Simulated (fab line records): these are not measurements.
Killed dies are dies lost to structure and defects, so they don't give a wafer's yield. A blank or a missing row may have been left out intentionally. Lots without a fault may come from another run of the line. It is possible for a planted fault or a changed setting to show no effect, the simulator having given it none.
fab line records	flow n5-finfet
[record] lots = 6	wafers = 18	last-day = 18
route steps=1938 shown BEOL_M4@1060 PASSIVATION@1936
lots untouched by any fault: they come from a run of this same line in which no faults occurred
start-h: start of the lot's first displayed wafer, in hours after the record's first day	wait-h: how many hours have passed since the lot's step before this one	" unchanged from the row above	L1.1+2: several wafers, shown together as one row	- either no value or no given start	* or withheld: withheld	< > ~ a bound
route shown NAME@n: NAME is a module with steps in the file, n the number in the route of the first one	usual: mean and standard deviation over wafers with no fault	same: alike in all rows	chamber/n: place in a boat	sites: each site's reading	_std_site: the standard deviation of these	_edge_site: the outer-site mean with the inner-site mean subtracted	radius-mm: for every site, how far away it sits from the centre of the wafer	mask NAME#n: copy n	behind: the most recent tool/chamber to have shaped the wafer	hold: the reason the lot was held/the length of the hold in hours/how it ended	device: which transistor (n, p or np) failed to switch	end of line: tests run on the same wafers once the route is complete	a step given without rows: its recipe and nothing more	killed: not the wafer's yield, but the dies lost to structure and defects at the first sort	map: a wafer's dies, x killed, . not, _ none there
set.NAME: the setting that was run; set.NAME@STEP: the one run at that earlier step	model.NAME: the simulator's own value behind a step, which no gauge read
lots seen at some steps along the route; tables by step, rows by wafer
services: a tool's chamber out of use, with start hour (start-h, from the record's first day; less than 0 if before it), hours out, and reason
[[steps]]
[step N5_BEOL_M4_ETCH_77]
[recipe] chemistry = N2/H2	target = underlayer	target-depth-a = 65	mask-material = CAR-EUV	time-s = 5.2	ion-energy-ev = 200	pressure-mtorr = 30	source-w = 840	bias-w = 150	n2-flow-sccm = 200	h2-flow-sccm = 200	ends = cleared
[step N5_BEOL_M4_ETCH_69]
[recipe] chemistry = CF4	target = SiARC	target-depth-a = 156	mask-material = CAR-EUV	time-s = 26	ion-energy-ev = 80	pressure-mtorr = 40	source-w = 545	bias-w = 36	Ar_flow_sccm = 100	cf4-flow-sccm = 100	ends = cleared
[step N5_BEOL_M4_ALD_98]
[recipe] material = SiO2	target-thk-a = 25	temp-c = 100	ald-precursor-family = BDEAS	ald-co-reactant = O2-plasma	pulse-time-s = 1	co-reactant-pulse-time-s = 1	purge-time-s = 2	co-reactant-purge-time-s = 2	ald-cycles = 17	pressure-torr = 2
[step N5_BEOL_M4_ETCHBACK_99]
[recipe] chemistry = CHF3	target = SiO2	target-depth-a = 50	time-s = 10.4	source-w = 215	bias-w = 47	Ar_flow_sccm = 200	CHF3_flow_sccm = 12	ion-energy-ev = 100	pressure-mtorr = 30
[usual] drypump-motor-current-A = 5.7/0.5	oes-product-au = 0.79/0.11	rf-vpp-V = 240/4.5	showerhead-plenum-p-Torr = 2.15/0.095	throttle-valve-pct = 17.0/0.32
lot.wafer	tool	chamber	start-h	wait-h	drypump-motor-current-A	oes-product-au	rf-hours-counter-h	rf-vpp-V	showerhead-plenum-p-Torr	throttle-valve-pct
L662.1	rie-diel-03	0	220.05	15.0	4.9	0.94	12	239	2.12	16.7
L662.2	"	3	"	"	6.1	0.68	245	240	2.02	17.1
L662.6	"	1	"	"	5.9	0.77	-	241	2.24	17.6
L664.1	rie-diel-02	1	225.95	10.9	5.5	0.70	229	238	2.11	17.4
L664.2	"	3	"	"	6.3	0.71	198	235	2.04	16.8
L664.5	"	3	"	"	6.3	0.72	-	237	2.04	16.8
L669.1	rie-diel-02	1	278.43	2.4	5.5	0.69	250	238	2.10	17.5
L669.3	"	2	"	"	5.2	0.94	14	239	2.12	16.8
L669.6	"	2	"	"	5.2	0.95	-	240	2.12	16.8
L672.1	rie-diel-02	3	286.24	5.4	6.4	0.70	222	235	2.03	16.9
L672.2	"	2	"	"	5.2	0.93	18	239	2.12	16.8
L672.6	"	3	"	"	6.4	0.69	-	236	2.03	16.9
L678.1	rie-diel-03	1	312.55	18.1	5.9	0.74	211	239	2.23	17.6
L678.2	"	3	"	"	6.1	0.94	15	245	2.28	16.6
L678.4	"	2	"	"	5.6	0.69	226	233	2.02	17.0
L677.2	rie-diel-06	1	317.86	19.7	5.2	0.67	245	235	2.21	17.2
L677.4	"	3	"	"	6.8	0.92	13	243	2.21	16.7
L677.5	"	2	"	"	6.2	0.95	-	246	2.19	16.7
[step N5_BEOL_M4_ETCH_70]
[recipe] chemistry = N2/H2	target = SOC	target-depth-a = 800	overetch-a = 240	mask-material = SiARC	temp-c = 40	time-s = 130	ion-energy-ev = 200	pressure-mtorr = 30	source-w = 840	bias-w = 150	n2-flow-sccm = 200	h2-flow-sccm = 200
[usual] drypump-motor-current-A = 5.8/0.5	oes-product-au = 0.58/0.075	rf-vpp-V = 524/3.2	showerhead-plenum-p-Torr = 2.54/0.11	throttle-valve-pct = 17.8/0.39
lot.wafer	tool	chamber	start-h	wait-h	drypump-motor-current-A	oes-product-au	rf-hours-counter-h	rf-vpp-V	showerhead-plenum-p-Torr	throttle-valve-pct
L662.1	rie-diel-03	0	220.08	0.0	4.9	0.67	12	523	2.50	17.4
L662.2	"	3	"	"	6.1	0.49	245	521	2.40	17.7
L662.6	"	1	"	"	5.9	0.55	-	527	2.64	18.4
L664.1	rie-diel-02	1	225.98	0.0	5.5	0.53	229	522	2.52	18.3
L664.2	"	3	"	"	6.3	0.52	198	520	2.43	17.6
L664.5	"	3	"	"	6.3	0.53	-	521	2.43	17.6
L669.1	rie-diel-02	1	278.46	0.0	5.5	0.52	250	522	2.51	18.3
L669.3	"	2	"	"	5.2	0.68	15	523	2.47	17.5
L669.6	"	2	"	"	5.2	0.68	-	522	2.47	17.5
L672.1	rie-diel-02	3	286.27	0.0	6.4	0.51	222	519	2.42	17.7
L672.2	"	2	"	"	5.2	0.67	18	522	2.47	17.5
L672.6	"	3	"	"	6.4	0.51	-	520	2.42	17.7
L678.1	rie-diel-03	1	312.59	0.0	6.0	0.54	212	526	2.63	18.5
L678.2	"	3	"	"	6.1	0.70	15	529	2.71	17.3
L678.4	"	2	"	"	5.7	0.51	226	520	2.40	17.9
L677.2	rie-diel-06	1	317.90	0.0	5.2	0.48	246	525	2.60	17.8
L677.4	"	3	"	"	6.8	0.67	13	527	2.60	17.5
L677.5	"	2	"	"	6.2	0.69	-	526	2.61	17.7
[step N5_BEOL_M4_STRIP_71]
[recipe] chemistry = N2/H2	temp-c = 40	n2-flow-sccm = 200	h2-flow-sccm = 200	rf-frequency-hz = 6e+07
[step N5_BEOL_M4_STRIP_78]
[recipe] chemistry = N2/H2	temp-c = 40	n2-flow-sccm = 200	h2-flow-sccm = 200	rf-frequency-hz = 6e+07
[step N5_BEOL_M4_VIA_ETCH_34]
[recipe] chemistry = C4F6/O2	target-depth-a = 694	mask-material = SOC	pressure-mtorr = 15	ion-energy-ev = 250	taper-deg = 4	time-s = 65.9	source-w = 350	bias-w = 170	Ar_flow_sccm = 300	C4F6_flow_sccm = 10	O2_flow_sccm = 10
[step N5_BEOL_M4_STRIP_83]
[recipe] chemistry = C4F6/O2	resist = SiARC	rf-frequency-hz = 6e+07
[step N5_BEOL_M4_STRIP_36]
[recipe] chemistry = N2/H2	power-w = 450	temp-c = 40	pressure-mtorr = 20	rf-frequency-hz = 6e+07	overash-fraction = 0.3	bias-power-w = 7	h2-frac = 0.5	n2-flow-sccm = 200	h2-flow-sccm = 200
[step N5_BEOL_M4_TRENCH_ETCH_37]
[recipe] chemistry = C4F6/O2	target-depth-a = 555.55	target = SiOC	time-s = 29.2	ion-energy-ev = 250	pressure-mtorr = 30	source-w = 355	bias-w = 185	Ar_flow_sccm = 300	C4F6_flow_sccm = 10	O2_flow_sccm = 10
[step N5_BEOL_M4_ETCH_41]
[recipe] chemistry = CH3F/O2	target = SiCN	target-depth-a = 299	taper-deg = 2	time-s = 52.5	ion-energy-ev = 120	mask-material = TiN	pressure-mtorr = 30	source-w = 395	bias-w = 75	Ar_flow_sccm = 150	CH3F_flow_sccm = 30	O2_flow_sccm = 20
[step N5_BEOL_M4_STRIP_97]
[recipe] chemistry = N2/H2	time-s = 10	power-w = 450	temp-c = 40	pressure-mtorr = 20	rf-frequency-hz = 6e+07	bias-power-w = 7	n2-flow-sccm = 200	h2-flow-sccm = 200
[usual] drypump-motor-current-A = 5.8/0.5	oes-product-au = 0.79/0.11	rf-vpp-V = 59.2/0.92	showerhead-plenum-p-Torr = 2.54/0.11	throttle-valve-pct = 23.6/0.45
lot.wafer	tool	chamber	start-h	wait-h	drypump-motor-current-A	oes-product-au	rf-hours-counter-h	rf-vpp-V	showerhead-plenum-p-Torr	throttle-valve-pct
L662.1	rie-diel-03	0	220.36	-	4.9	0.93	12	58.9	2.49	23.2
L662.2	"	3	"	"	6.1	0.67	245	58.7	2.39	23.4
L662.6	"	1	"	"	5.9	0.76	-	59.9	2.64	24.4
L664.1	rie-diel-02	1	226.26	-	5.4	0.71	229	59.2	2.52	24.1
L664.2	"	3	"	"	6.4	0.72	198	58.6	2.42	23.4
L664.5	"	3	"	"	6.4	0.72	-	58.1	2.42	23.4
L669.1	rie-diel-02	1	278.74	-	5.5	0.68	250	58.8	2.51	24.1
L669.3	"	2	"	"	5.2	0.93	15	59.3	2.47	23.4
L669.6	"	2	"	"	5.1	0.93	-	59.6	2.47	23.4
L672.1	rie-diel-02	3	286.55	-	6.4	0.69	222	58.4	2.41	23.4
L672.2	"	2	"	"	5.2	0.91	18	59.6	2.47	23.4
L672.6	"	3	"	"	6.4	0.69	-	58.6	2.41	23.4
L678.1	rie-diel-03	1	312.87	-	5.9	0.73	212	57.7	2.62	24.4
L678.2	"	3	"	"	6.2	0.95	15	61.5	2.70	23.1
L678.4	"	2	"	"	5.6	0.70	226	58.1	2.40	23.6
L677.2	rie-diel-06	1	318.18	-	5.2	0.66	246	59.9	2.60	23.4
L677.4	"	3	"	"	6.8	0.94	13	60.1	2.60	23.4
L677.5	"	2	"	"	6.1	0.95	-	58.6	2.61	23.8
[step N5_BEOL_M4_OCD_MEAS_38]
[usual] trench-depth-nm = 55.8/1.2
lot.wafer	tool	chamber	start-h	wait-h	trench-depth-nm
L662.1	ocd-02	-	220.44	-	57.9
L662.2	"	-	"	"	54.8
L662.6	"	-	"	"	56.8
L664.1	ocd-02	-	226.34	-	54.4
L664.2	"	-	"	"	54.9
L664.5	"	-	"	"	55.7
L669.1	ocd-01	-	278.83	-	54.6
L669.3	"	-	"	"	57.4
L669.6	"	-	"	"	57.7
L672.1	ocd-01	-	286.63	-	55.1
L672.2	"	-	"	"	56.9
L672.6	"	-	"	"	54.2
L678.1	ocd-02	-	312.95	-	55.9
L678.2	"	-	"	"	55.2
L678.4	"	-	"	"	53.8
L677.2	ocd-01	-	318.26	-	55.4
L677.4	"	-	"	"	54.7
L677.5	"	-	"	"	55.6
[step N5_BEOL_M4_HM_STRIP_39]
[recipe] chemistry = peroxide-tin-strip	material = TiN	target-depth-a = 250	temp-c = 50	time-s = 158
[step N5_BEOL_M4_SRD_40]
[recipe] time-s = 30	temp-c = 23	rinse-liquid = diw	dry = ipa-marangoni
[step N5_BEOL_M4_PRECLEAN_42]
[recipe] chemistry = residue-remover	time-s = 60	temp-c = 40
[step N5_BEOL_M4_SRD_43]
[recipe] time-s = 30	temp-c = 23	rinse-liquid = diw	dry = ipa-marangoni
[step N5_BEOL_M4_CD_MEAS_35]
[recipe] target-cd-nm = 18	target-cd-y-nm = 22.4	polarity = opening
[usual] cd-nm = 18.0/0.4
lot.wafer	tool	chamber	start-h	wait-h	cd-nm
L662.1	cd-sem-01	-	220.60	0.0	18.0
L662.2	"	-	"	"	17.1
L662.6	"	-	"	"	17.6
L664.1	cd-sem-03	-	226.50	0.0	17.6
L664.2	"	-	"	"	18.4
L664.5	"	-	"	"	18.2
L669.1	cd-sem-02	-	278.99	0.0	17.6
L669.3	"	-	"	"	18.2
L669.6	"	-	"	"	17.9
L672.1	cd-sem-02	-	286.79	0.0	18.6
L672.2	"	-	"	"	18.1
L672.6	"	-	"	"	18.3
L678.1	cd-sem-03	-	313.10	0.0	18.2
L678.2	"	-	"	"	18.1
L678.4	"	-	"	"	17.3
L677.2	cd-sem-01	-	318.42	0.0	17.5
L677.4	"	-	"	"	17.4
L677.5	"	-	"	"	17.7
[step N5_BEOL_M4_DEGAS_44]
[recipe] ambient = vacuum	temp-c = 250	time-s = 60
[step N5_BEOL_M4_PRE_CLEAN_45]
[recipe] gas = H2/He	time-s = 30	temp-c = 250
[step N5_BEOL_M4_ALD_84]
[recipe] material = TaN	target-thk-a = *	temp-c = 275	ald-precursor-family = PDMAT	ald-co-reactant = NH3	pressure-torr = 3	carrier-flow-sccm = 1500	pulse-time-s = 2	purge-time-s = 3	co-reactant-purge-time-s = 2	co-reactant-pulse-time-s = 3	ald-cycles = 30	precursor-vessel-temp-c = 75	precursor-vessel-pressure-torr = 26.25	precursor-vessel-carrier-sccm = 1000
[step N5_BEOL_M4_SURFACE_TREAT_85]
[recipe] gas = Ar	time-s = *	ion-energy-ev = *	ion-current-ma-cm2 = 0.5	pressure-mtorr = *	ar-flow-sccm = 30
[step N5_BEOL_M4_CVD_47]
[recipe] material = Co	target-thk-a = 30	temp-c = withheld	precursor = CCTBA/H2	pressure-torr = 30	time-s = 223.8
[step N5_BEOL_M4_SPUTTER_48]
[recipe] material = Cu	target-thk-a = 45	temp-c = -20	chamber-pressure-pa = 0.07	power-w = withheld	time-s = 8.29
[step N5_BEOL_M4_ANNEAL_49]
[recipe] temp-c = 400	time-s = 240	ambient = vacuum
[usual] heater-power-w = 845/110
lot.wafer	tool	chamber	start-h	wait-h	heater-power-w
L662.1	pvd-sputter-02	-	223.23	0.0	788
L662.2	"	-	"	"	748
L662.6	"	-	"	"	875
L664.1	pvd-sputter-01	-	229.14	0.0	814
L664.2	"	-	"	"	797
L664.5	"	-	"	"	784
L669.1	pvd-sputter-02	-	281.36	0.0	752
L669.3	"	-	"	"	1089
L669.6	"	-	"	"	1052
L672.1	pvd-sputter-01	-	288.34	0.0	792
L672.2	"	-	"	"	721
L672.6	"	-	"	"	890
L678.1	pvd-sputter-01	-	314.27	0.0	797
L678.2	"	-	"	"	794
L678.4	"	-	"	"	875
L677.2	pvd-sputter-03	-	320.67	0.0	839
L677.4	"	-	"	"	695
L677.5	"	-	"	"	1064
[step N5_BEOL_M4_SPUTTER_79]
[recipe] material = Cu	target-thk-a = 45	temp-c = -20	chamber-pressure-pa = 0.07	power-w = withheld	time-s = 8.29
[step N5_BEOL_M4_ANNEAL_80]
[recipe] temp-c = 400	time-s = 240	ambient = vacuum
[usual] heater-power-w = 845/110
lot.wafer	tool	chamber	start-h	wait-h	heater-power-w
L662.1	pvd-sputter-02	-	223.45	0.0	789
L662.2	"	-	"	"	760
L662.6	"	-	"	"	880
L664.1	pvd-sputter-01	-	229.36	0.0	786
L664.2	"	-	"	"	783
L664.5	"	-	"	"	795
L669.1	pvd-sputter-02	-	281.58	0.0	745
L669.3	"	-	"	"	1066
L669.6	"	-	"	"	1046
L672.1	pvd-sputter-01	-	288.56	0.0	806
L672.2	"	-	"	"	716
L672.6	"	-	"	"	868
L678.1	pvd-sputter-01	-	314.49	0.0	813
L678.2	"	-	"	"	799
L678.4	"	-	"	"	891
L677.2	pvd-sputter-03	-	320.89	0.0	842
L677.4	"	-	"	"	689
L677.5	"	-	"	"	1076
[step N5_BEOL_M4_SPUTTER_81]
[recipe] material = Cu	target-thk-a = 45	temp-c = -20	chamber-pressure-pa = 0.07	power-w = withheld	time-s = 8.29
[step N5_BEOL_M4_ANNEAL_82]
[recipe] temp-c = 400	time-s = 240	ambient = vacuum
[step N5_BEOL_M4_SPUTTER_86]
[recipe] material = Cu	target-thk-a = 45	temp-c = -20	chamber-pressure-pa = 0.07	power-w = withheld	time-s = 8.29
[step N5_BEOL_M4_ANNEAL_87]
[recipe] temp-c = 400	time-s = 240	ambient = vacuum
[step N5_BEOL_M4_SPUTTER_88]
[recipe] material = Cu	target-thk-a = 45	temp-c = -20	chamber-pressure-pa = 0.07	power-w = withheld	time-s = 8.29
[step N5_BEOL_M4_ANNEAL_89]
[recipe] temp-c = 400	time-s = 240	ambient = vacuum
[step N5_BEOL_M4_SPUTTER_90]
[recipe] material = Cu	target-thk-a = 45	temp-c = -20	chamber-pressure-pa = 0.07	power-w = withheld	time-s = 8.29
[step N5_BEOL_M4_ANNEAL_91]
[recipe] temp-c = 400	time-s = 240	ambient = vacuum
[step N5_BEOL_M4_SPUTTER_92]
[recipe] material = Cu	target-thk-a = 45	temp-c = -20	chamber-pressure-pa = 0.07	power-w = withheld	time-s = 8.29
[usual] throttle-valve-pct = 29.6/0.95
lot.wafer	tool	chamber	start-h	wait-h	throttle-valve-pct
L662.1	pvd-sputter-02	-	224.47	0.1	28.4
L662.2	"	-	"	"	29.6
L662.6	"	-	"	"	29.6
L664.1	pvd-sputter-01	-	230.38	0.1	29.9
L664.2	"	-	"	"	28.7
L664.5	"	-	"	"	28.5
L669.1	pvd-sputter-02	-	282.60	0.1	29.1
L669.3	"	-	"	"	30.0
L669.6	"	-	"	"	30.0
L672.1	pvd-sputter-01	-	289.58	0.1	29.8
L672.2	"	-	"	"	28.9
L672.6	"	-	"	"	31.5
L678.1	pvd-sputter-01	-	315.51	0.1	28.6
L678.2	"	-	"	"	30.1
L678.4	"	-	"	"	31.2
L677.2	pvd-sputter-03	-	321.91	0.1	30.0
L677.4	"	-	"	"	29.8
L677.5	"	-	"	"	29.3
[step N5_BEOL_M4_ANNEAL_93]
[recipe] temp-c = 400	time-s = 240	ambient = vacuum
[step N5_BEOL_M4_SPUTTER_94]
[recipe] material = Cu	target-thk-a = 45	temp-c = -20	chamber-pressure-pa = 0.07	power-w = withheld	time-s = 8.29
[step N5_BEOL_M4_ANNEAL_95]
[recipe] temp-c = 400	time-s = 240	ambient = vacuum
[step N5_BEOL_M4_SPUTTER_96]
[recipe] material = Cu	target-thk-a = 45	temp-c = -20	chamber-pressure-pa = 0.07	power-w = withheld	time-s = 8.29
[step N5_BEOL_M4_ECD_50]
[recipe] material = Cu	target-thk-a = 3000
[step N5_PASSIVATION_PROBE_49]
[usual] defect-limited-yield = 91.4/1.2	killed_at_M0_to_M3 = 35/11	killed_at_M4_up = 14/6	killed-at-contacts = 12/6.7	killed-at-front-end = 37/9.7	killed-at-other = 3.5/2.5	killed-dies = 102/15	killed-on-rim = 13/3.6	killed-open = 67/12	killed-short = 33/7.3	sort_bin_5_function = 5.1/0.81	sort_bin_6_memory = 3.2/0.65	sort-n-pass = 1078/15	sort-yield-pct = 91.4/1.2
[same] gross-dies = 1180	killed-at-back-side = 0	sort_bin_4_leakage[%] = 0	sort_bin_8_speed[%] = 0
lot.wafer	tool	chamber	start-h	wait-h	defect-limited-yield[%]	killed_at_M0_to_M3	killed_at_M4_up	killed-at-contacts	killed-at-front-end	killed-at-other	killed-dies	killed-on-rim	killed-open	killed-short	sort_bin_5_function[%]	sort_bin_6_memory[%]	sort-n-pass	sort-yield-pct[%]
L672.1	prober-02	-	389.64	0.0	86.1	31	92	5	35	1	164	25	59	28	9.8	2.5	1016	86.1
L672.2	prober-02	-	389.69	0.1	80.7	31	150	4	38	5	228	12	78	24	13.5	4.2	952	80.7
L672.6	prober-02	-	389.89	0.3	86.1	31	81	18	29	5	164	34	56	38	9.0	3.6	1016	86.1
L669.1	prober-02	-	390.19	0.0	82.8	41	100	10	45	7	203	35	61	46	9.8	4.3	977	82.8
L669.3	prober-02	-	390.29	0.1	81.9	37	126	13	36	1	213	16	62	28	10.9	4.7	967	81.9
L669.6	prober-02	-	390.44	0.3	81.0	29	146	8	38	3	224	13	62	33	12.5	4.6	956	81.0
// killed by level:class
L672.1 BEOL_M4:unspecified=76 STI_FIN_REVEAL:geometric-particle:open=9 BEOL_M4:geometric-particle:open=8 BEOL_M0_SAQP:geometric-particle:short=6 FIN_SAQP:geometric-particle:open=5 BEOL_M2:geometric-particle:open=5 MOL_CONTACT_COAG:geometric-particle:open=4 BEOL_M1:geometric-particle:open=4
L672.2 BEOL_M4:unspecified=126 BEOL_M4:geometric-particle:open=14 FIN_SAQP:geometric-particle:open=10 DUMMY_GATE:geometric-particle:open=10 BEOL_M3:geometric-particle:open=10 GATE_CUT:geometric-particle:short=4 GATE_CUT:geometric-particle:open=4 BEOL_M0_SAQP:geometric-particle:short=4
L672.6 BEOL_M4:unspecified=70 MOL_CONTACT_COAG:geometric-particle:open=13 FIN_SAQP:geometric-particle:short=5 DUMMY_GATE:geometric-particle:open=5 MOL_CONTACT_COAG:geometric-particle:short=5 BEOL_M3:geometric-particle:open=5 BEOL_M0_SAQP:geometric-particle:open=5 BEOL_M2:geometric-particle:open=5
L669.1 BEOL_M4:unspecified=88 STI_FIN_REVEAL:geometric-particle:open=12 BEOL_M0_SAQP:geometric-particle:short=10 BEOL_M4:geometric-particle:open=9 BEOL_M3:geometric-particle:open=8 HKMG_FIN:area-etch=8 BEOL_M0_SAQP:geometric-particle:open=7 BEOL_M3:geometric-particle:short=7
L669.3 BEOL_M4:unspecified=123 MOL_CONTACT_COAG:geometric-particle:open=12 BEOL_M0_SAQP:geometric-particle:open=11 GATE_CUT:geometric-particle:short=9 BEOL_M0_SAQP:geometric-particle:short=9 STARTING-WAFER:geometric-particle:open=6 STI_FIN_REVEAL:geometric-particle:open=5 DUMMY_GATE:geometric-particle:open=5
L669.6 BEOL_M4:unspecified=129 STI_FIN_REVEAL:geometric-particle:open=10 FIN_SAQP:geometric-particle:short=9 BEOL_M3:geometric-particle:open=9 GATE_CUT:geometric-particle:short=7 MOL_CONTACT_COAG:geometric-particle:open=6 BEOL_M4:geometric-particle:open=6 BEOL_M7:geometric-particle:open=5
// map L669.6 (x killed, . not)
_________________....x...x...________________
______________.....x.....x......_____________
___________..x....x.............x..__________
__________.x............x..........._________
________.......x.................x...._______
_______..........x................x....______
______...x........xx.....x..........x..._____
_____.....x.......x.x........x........x..____
____x.....x....x..............x.......x...___
___....x..........xx......xxx..............__
___......xx..x...........x........x.....x.x__
__..x..................x...x.x.x...x......x._
__....x.x.................xxxxxxxxx.x...x.x._
_x..........x.x..xx..x.x.xxxxxxxxxxxxxx......
_....xx..x............x.xxxxxxxxxxx.x........
_x....................x.xxxxxxxxxxxxx........
_.....x......x.....x..xxxxxxxxxxxxxxx.x......
_.......................xxxxxxxxxxxxxx.......
_....x................x.xxxxxxxxxxx...x......
_...x.x.x....x..........xxxxxxxxxxxx.........
_.....x...............x.x.xxxxxxx.x..........
__..................x....x..xx...x....x....x_
__...x....x..............x.x.x....x........._
___.xx.....................................__
___.......x.............xxx.x..............__
____....x......................x..........___
_____.....x.................x............____
______................x......x.........._____
_______........x.......................______
________...x.x........................_______
__________.....................x...._________
___________............xx..........__________
______________...x.....xx.....x._____________
_________________............________________
// map L672.2 (x killed, . not)
_________________............________________
______________................x._____________
___________........................__________
__________...........x.....x.x......_________
________.......x......................_______
_______........x........x..x.x.........______
______...x......x.......x...........x..._____
_____.......x....xx..........x..........x____
____............x....x.........x......x..x___
___...........xx........x................x.__
___.............x...x.................x...x__
__.x....................x..xxx.xxx.x...x...._
__......................x..xxxx.xxx........._
_.............xx.........xxxxxxxxxxx.........
_..x.x..........x......xxxxxxxxxxxxxx........
_...........x.......x.x.xxxxxxxxxxx.xx.......
_.....................xxxxxxxxxxxxxx.x.x.....
_.......................xxxxxxxxxxxxx..x.....
_..x.................x.xxxxxxxxxxxxx.xx.x....
_.x.......x..........x...xxxxxxxxxx.x........
_.......x.........x....xxxx.xxxxxxxx.x.....x.
__....x...........x...xx....x.xxx.x.......x._
__..........x..x......x.x...xx.x..x........._
___.......................x..x.x..x........__
___.......x.x....x..x...x.x..x..x..x.......__
____........x..........x.......x.x........___
_____...x............x...................____
______...x.....x..............x.x......._____
_______.x...x.....................x..x.______
________x...x...........x.......x...x._______
__________........x...x............x_________
___________......x.......x.........__________
______________.................._____________
_________________............________________
[[services]]
tool	chamber	start-h	hours	kind
rie-diel-06	2	204.99	5.7	repair
rie-diel-02	0	209.63	4.7	repair
rie-diel-02	2	215.22	8.0	repair
rie-diel-02	2	223.32	-	clean
rie-diel-02	2	223.32	-	consumable-replace:focus-ring
rie-diel-02	2	223.32	17.2	scheduled-down
rie-diel-02	2	223.32	17.2	vent-cycle
rie-diel-03	2	232.24	9.5	repair
rie-diel-06	-	234.94	0.5	repair
rie-diel-03	3	245.80	5.4	repair
rie-diel-03	3	251.28	-	clean
rie-diel-03	3	251.28	-	consumable-replace:focus-ring
rie-diel-03	3	251.28	-	consumable-replace:showerhead
rie-diel-03	3	251.28	21.2	scheduled-down
rie-diel-03	3	251.28	21.2	vent-cycle
rie-diel-06	3	268.66	-	clean
rie-diel-06	3	268.66	-	consumable-replace:focus-ring
rie-diel-06	3	268.66	20.6	scheduled-down
rie-diel-06	3	268.66	20.6	vent-cycle
rie-diel-02	1	279.22	-	clean
rie-diel-02	1	279.22	-	consumable-replace:focus-ring
rie-diel-06	2	289.23	-	clean
rie-diel-06	2	289.23	-	consumable-replace:focus-ring
rie-diel-06	2	289.23	18.8	scheduled-down
[[key]]
[first-sign] step = N5_PASSIVATION_PROBE_49	reading = killed_at_M4_up	direction = up	sigmas = 17	usual = 14	struck = 116
[effect] step = N5_PASSIVATION_PROBE_49	reading = killed-dies	direction = up	sigmas = 6.6	usual = 102	struck = 199
[more-kills-born-at] N5_BEOL_M4_STRIP_97@rie-diel-02 = 612
met-at N5_BEOL_M4_STRIP_97
struck-wafers L669.1,L669.3,L669.6,L672.1,L672.2,L672.6
onset-between 226.26 278.74
also-fits N5_BEOL_M4_ETCHBACK_99:rie-diel-02,N5_BEOL_M4_ETCH_70:rie-diel-02
[fault] kind = chamber-particle-source	tool = rie-diel-02	chamber = -	onset-h = 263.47	steps = N5_BEOL_M4_STRIP_97	rate-per-visit-cm2 = 0.86832	end-h = 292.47
